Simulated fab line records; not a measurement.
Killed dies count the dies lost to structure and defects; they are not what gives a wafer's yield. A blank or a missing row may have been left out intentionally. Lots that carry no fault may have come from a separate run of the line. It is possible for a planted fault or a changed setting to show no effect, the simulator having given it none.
Split-lot study / flow n5-finfet / route with 1938 steps; 7 lots, 21 wafers read

THE SPLIT
At N5_BEOL_M0_SAQP_SPACER1_ALD_98 (deposits SiO2, target thk 12.8 nm, pulse time 1 s, purge time 2 s), the setting temp-c was moved away from the recipe's 300 C on 8 of the 21 wafers read, by -3.5% to +2.8%. This setting was run at the recipe's value on the other wafers.

Reading taken at the split's own step.

THE READING
SiO2_of_BEOL_M0_SAQP_SPACER1_ALD_98.thk-nm (the simulator's own value, which no gauge read), in nm, at N5_BEOL_M0_SAQP_SPACER1_ALD_98 (deposits SiO2, target thk 12.8 nm, pulse time 1 s, purge time 2 s). There is no usual value for it anywhere in the file. Across the 13 wafers here that went through the recipe, the average is 12.8 nm and the standard deviation 0.078 nm.

wafer=L074.2; tool, chamber at the split=ald-sin-03, 1; temp-c as run, C=291.2; against the recipe=-2.9%; SiO2_of_BEOL_M0_SAQP_SPACER1_ALD_98.thk-nm, nm=13.2; against lot-mates on the recipe=+0.4
wafer=L074.5; tool, chamber at the split=ald-sin-03, 0,3; temp-c as run, C=300; against the recipe=recipe; SiO2_of_BEOL_M0_SAQP_SPACER1_ALD_98.thk-nm, nm=12.8; against lot-mates on the recipe=-
wafer=L074.6; tool, chamber at the split=ald-sin-03, 0,3; temp-c as run, C=300; against the recipe=recipe; SiO2_of_BEOL_M0_SAQP_SPACER1_ALD_98.thk-nm, nm=12.8; against lot-mates on the recipe=-
wafer=L076.2; tool, chamber at the split=ald-sin-01, 2,3; temp-c as run, C=291.6; against the recipe=-2.8%; SiO2_of_BEOL_M0_SAQP_SPACER1_ALD_98.thk-nm, nm=13.2; against lot-mates on the recipe=+0.4
wafer=L076.3; tool, chamber at the split=ald-sin-01, 2,3; temp-c as run, C=291.6; against the recipe=-2.8%; SiO2_of_BEOL_M0_SAQP_SPACER1_ALD_98.thk-nm, nm=13.2; against lot-mates on the recipe=+0.4
wafer=L076.5; tool, chamber at the split=ald-sin-01, 2; temp-c as run, C=300; against the recipe=recipe; SiO2_of_BEOL_M0_SAQP_SPACER1_ALD_98.thk-nm, nm=12.8; against lot-mates on the recipe=-
wafer=L078.1; tool, chamber at the split=ald-sin-01, 2,3; temp-c as run, C=289.6; against the recipe=-3.5%; SiO2_of_BEOL_M0_SAQP_SPACER1_ALD_98.thk-nm, nm=13.2; against lot-mates on the recipe=+0.4
wafer=L078.6; tool, chamber at the split=ald-sin-01, 2,3; temp-c as run, C=289.6; against the recipe=-3.5%; SiO2_of_BEOL_M0_SAQP_SPACER1_ALD_98.thk-nm, nm=13.2; against lot-mates on the recipe=+0.4
wafer=L078.2; tool, chamber at the split=ald-sin-01, 0; temp-c as run, C=300; against the recipe=recipe; SiO2_of_BEOL_M0_SAQP_SPACER1_ALD_98.thk-nm, nm=12.8; against lot-mates on the recipe=-
wafer=L085.4; tool, chamber at the split=ald-sin-01, 3; temp-c as run, C=300; against the recipe=recipe; SiO2_of_BEOL_M0_SAQP_SPACER1_ALD_98.thk-nm, nm=12.8; against lot-mates on the recipe=-
wafer=L085.5; tool, chamber at the split=ald-sin-01, 3,2; temp-c as run, C=308.3; against the recipe=+2.8%; SiO2_of_BEOL_M0_SAQP_SPACER1_ALD_98.thk-nm, nm=12.6; against lot-mates on the recipe=-0.2
wafer=L085.6; tool, chamber at the split=ald-sin-01, 3,2; temp-c as run, C=308.3; against the recipe=+2.8%; SiO2_of_BEOL_M0_SAQP_SPACER1_ALD_98.thk-nm, nm=12.6; against lot-mates on the recipe=-0.2
wafer=L089.3; tool, chamber at the split=ald-sin-03, 1,0; temp-c as run, C=300; against the recipe=recipe; SiO2_of_BEOL_M0_SAQP_SPACER1_ALD_98.thk-nm, nm=12.8; against lot-mates on the recipe=-
wafer=L089.4; tool, chamber at the split=ald-sin-03, 1,0; temp-c as run, C=300; against the recipe=recipe; SiO2_of_BEOL_M0_SAQP_SPACER1_ALD_98.thk-nm, nm=12.8; against lot-mates on the recipe=-
wafer=L089.5; tool, chamber at the split=ald-sin-03, 1; temp-c as run, C=304.8; against the recipe=+1.6%; SiO2_of_BEOL_M0_SAQP_SPACER1_ALD_98.thk-nm, nm=12.8; against lot-mates on the recipe=+0.0
wafer=L092.3; tool, chamber at the split=ald-sin-02, 1,2; temp-c as run, C=300; against the recipe=recipe; SiO2_of_BEOL_M0_SAQP_SPACER1_ALD_98.thk-nm, nm=12.8; against lot-mates on the recipe=-
wafer=L092.4; tool, chamber at the split=ald-sin-02, 1,2; temp-c as run, C=300; against the recipe=recipe; SiO2_of_BEOL_M0_SAQP_SPACER1_ALD_98.thk-nm, nm=12.8; against lot-mates on the recipe=-
wafer=L092.6; tool, chamber at the split=ald-sin-02, 3; temp-c as run, C=300; against the recipe=recipe; SiO2_of_BEOL_M0_SAQP_SPACER1_ALD_98.thk-nm, nm=12.6; against lot-mates on the recipe=-
wafer=L094.1; tool, chamber at the split=ald-sin-03, 2; temp-c as run, C=300; against the recipe=recipe; SiO2_of_BEOL_M0_SAQP_SPACER1_ALD_98.thk-nm, nm=13; against lot-mates on the recipe=-
wafer=L094.2; tool, chamber at the split=ald-sin-03, 0,1; temp-c as run, C=300; against the recipe=recipe; SiO2_of_BEOL_M0_SAQP_SPACER1_ALD_98.thk-nm, nm=12.8; against lot-mates on the recipe=-
wafer=L094.6; tool, chamber at the split=ald-sin-03, 0,1; temp-c as run, C=300; against the recipe=recipe; SiO2_of_BEOL_M0_SAQP_SPACER1_ALD_98.thk-nm, nm=12.8; against lot-mates on the recipe=-
Rows listing several chambers each stand for several wafers; the file does not say which wafer went through which chamber.

THE FIT
A straight line over all 21 wafers: SiO2_of_BEOL_M0_SAQP_SPACER1_ALD_98.thk-nm changes by -0.106 nm for each +1% of temp-c; r = -0.92; the points scatter about the line by 0.084 nm.
The same after taking each lot's own level away (the mean of its wafers on the recipe; 21 wafers): -0.106 nm for each +1%; r = -0.93; scatter 0.075 nm.
On that fit, the largest move of temp-c shifts the reading by 0.37 nm.
The lots' own levels span 12.73 to 12.87 nm, that is 1.7 times the standard deviation above.
Hence the lot-to-lot level has little effect on the slope; both slopes agree.
Check: +0.402 nm against its lot-mates is what the line predicts for one of the wafers moved furthest among these (-3.5%) when that wafer is left out of the fit. Against them it came out at +0.4 nm.

FILE'S OWN FIT
SiO2_of_BEOL_M0_SAQP_SPACER1_ALD_98.thk-nm changes by -0.109 nm for each +1% of temp-c, r = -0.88.
